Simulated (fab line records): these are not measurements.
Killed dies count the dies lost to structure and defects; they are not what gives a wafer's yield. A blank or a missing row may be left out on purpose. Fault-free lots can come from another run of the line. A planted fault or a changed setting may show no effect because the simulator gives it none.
Which tool is to blame? | flow n5 finfet | Sampling: 12 lots, 35 wafers, 3 of 1938 route steps

== WHAT EACH GAUGE READ, for each wafer ==
N5_BEOL_M15_THK_MEAS_01. Usual: for M15_ILD_THK the level is 1614 nm and the standard deviation is 24.
lot  | measured     | on            | M15_ILD_THK (nm) | flag
L522 | day 10 14:54 | film metro-01 | 1602 1572 1626   |
L523 | day 10 23:21 | film metro-01 | 1589 1619 1632   |
L525 | day 11 03:45 | film metro-02 | 1608 1648 1630   |
L526 | day 11 08:01 | film metro-02 | 1610 1612 1614   |
L527 | day 11 12:44 | film metro-01 | 1581 1601 1627   |
L528 | day 11 15:11 | film metro-02 | 1546 1603 1613   |
L531 | day 12 07:15 | film metro-02 | 1648 1612 1615   |
L532 | day 12 10:52 | film metro-01 | 1556 1601 1609   |
L536 | day 15 19:12 | film metro-01 | 1581 1632 1631   |
L533 | day 16 21:47 | film metro-02 | 1612 1647 1627   |
L535 | day 18 09:02 | film metro-02 | 1601 1610        |
L545 | day 18 14:25 | film metro-02 | 1614 1595 1647   |

N5_BEOL_M15_OVL_MEAS_11. Usual: for V14_OVL the level is 0 nm and the standard deviation is 6.2.
lot  | measured     | on         | V14_OVL (nm) | flag
L522 | day 10 15:14 | overlay-01 | 0 -3 -1      |
L523 | day 10 23:50 | overlay-01 | 0 -6 -5      |
L525 | day 11 04:05 | overlay-01 | -4 1 10      |
L526 | day 11 08:29 | overlay-02 | -4 -7 -8     |
L527 | day 11 13:13 | overlay-02 | 6 -6 -7      |
L528 | day 11 15:32 | overlay-01 | 4 -6 0       |
L531 | day 12 07:35 | overlay-01 | 4 0 -3       |
L532 | day 12 11:13 | overlay-02 | 11 -5 4      |
L536 | day 15 19:32 | overlay-01 | 5 -6 -9      |
L533 | day 16 22:14 | overlay-02 | -4 -4 -1     |
L535 | day 18 09:23 | overlay-01 | 1 -8         |
L545 | day 18 14:45 | overlay-02 | 3 -6 -11     |

N5_BEOL_M15_OVL_MEAS_29. Usual: for M15_OVL the level is 1 nm and the standard deviation is 4.8.
lot  | measured     | on         | M15_OVL (nm) | flag
L522 | day 10 17:01 | overlay-02 | 8 7 7        |
L523 | day 11 01:56 | overlay-02 | -3 -3 1      |
L525 | day 11 05:42 | overlay-01 | -1 3 0       |
L526 | day 11 10:27 | overlay-02 | 0 2 -3       |
L527 | day 11 14:49 | overlay-02 | 12 2 3       |
L528 | day 11 18:11 | overlay-01 | -5 -5 -1     |
L531 | day 12 09:02 | overlay-01 | 1 2 2        |
L532 | day 12 12:47 | overlay-02 | -4 -10 -1    |
L536 | day 15 20:59 | overlay-01 | 1 1 -2       |
L533 | day 16 23:49 | overlay-02 | 5 -4 4       |
L535 | day 18 12:32 | overlay-02 | 9 0          |
L545 | day 18 16:17 | overlay-01 | -2 6 6       |

== TOOL THAT RAN EACH LOT (tool first, then ch and the chambers of the sampled wafers, then the start) ==
The record shows no process step preceding these readings.

== AS READ BY THE TOOLS THEMSELVES (means over the sampled wafers that have a number; for cases with no such wafer, the mark the record gives instead) ==
The record holds no such reading with a usual standard deviation.

== THE ANSWER, worked out from the rows above alone ==
Rule: a lot counts as off when the mean over its wafers that have a number is more than 3 standard deviations away from the usual mean. Also off: a lot with no number at a reading for which 4 or more lots have one. Any other lot the step has rows for is counted as sound. First the gauges in route order, then the tools' own readings, where a lot's mean is used as printed above. The first step at which some lot is off is used, and at that step the reading that is off furthest; a lot without a number counts as furthest.
None of the lots is off at any reading shown; this tells nothing.

== WHAT THE SIMULATOR PUT IN ==
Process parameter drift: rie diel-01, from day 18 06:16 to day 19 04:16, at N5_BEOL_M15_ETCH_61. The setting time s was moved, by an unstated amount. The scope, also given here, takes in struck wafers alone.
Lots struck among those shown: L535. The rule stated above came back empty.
